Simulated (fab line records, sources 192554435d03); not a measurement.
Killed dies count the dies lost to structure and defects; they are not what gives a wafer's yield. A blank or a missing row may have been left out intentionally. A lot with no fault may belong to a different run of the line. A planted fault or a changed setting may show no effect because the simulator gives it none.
Chamber matching -- flow n5 finfet -- N5_BEOL_M10_CURE_71 on uv cure-03 has 3 sister chambers
The step cures SiCOH lowk, time 240 s. 3 wafers are shown with their chamber, then 9 later ones without.

== WAFERS PAIRED WITH THEIR CHAMBERS ==
wafer,chamber,wafer_temp_C_max
L088.5,0,386.8
L089.6,2,387.1
L091.5,1,387.7

== WAFERS MISSING THEIR CHAMBER ==
wafer,wafer_temp_C_max
L094.1,387.4
L094.4,386.7
L094.5,387.5
L095.2,386.1
L095.4,386.4
L095.6,386.5
L097.2,386.8
L097.4,387.3
L097.5,386.3

== THE CHAMBER EACH PASSED THROUGH ==
wafer,from the rows above,in truth
L094.1,can't be placed: 2 or 1 or 0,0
L094.4,can't be placed: 0 or 2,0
L094.5,can't be placed: 1 or 2 or 0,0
L095.2,can't be placed: 0 or 2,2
L095.4,can't be placed: 0 or 2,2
L095.6,can't be placed: 0 or 2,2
L097.2,can't be placed: 0 or 2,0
L097.4,can't be placed: 2 or 1 or 0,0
L097.5,can't be placed: 0 or 2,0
0 of 9 placed correctly. Unplaceable from these rows: 9, with the true chamber sitting among the candidates in 9. Number placed wrongly: 0.
How it was worked out, from the rows above alone: a wafer's distance from a chamber is the root of the sum, over the readings, of the square of ((its reading less the chamber's mean) divided by the reading's scatter). If the next closest chamber is less than 2 further off than the closest, the wafer can't be placed; otherwise it belongs to the closest. A chamber's mean is the mean of its shown wafers. The scatter: with one shown wafer a chamber, the root of the mean of the squares of how far each hidden wafer lies from its nearest shown one.
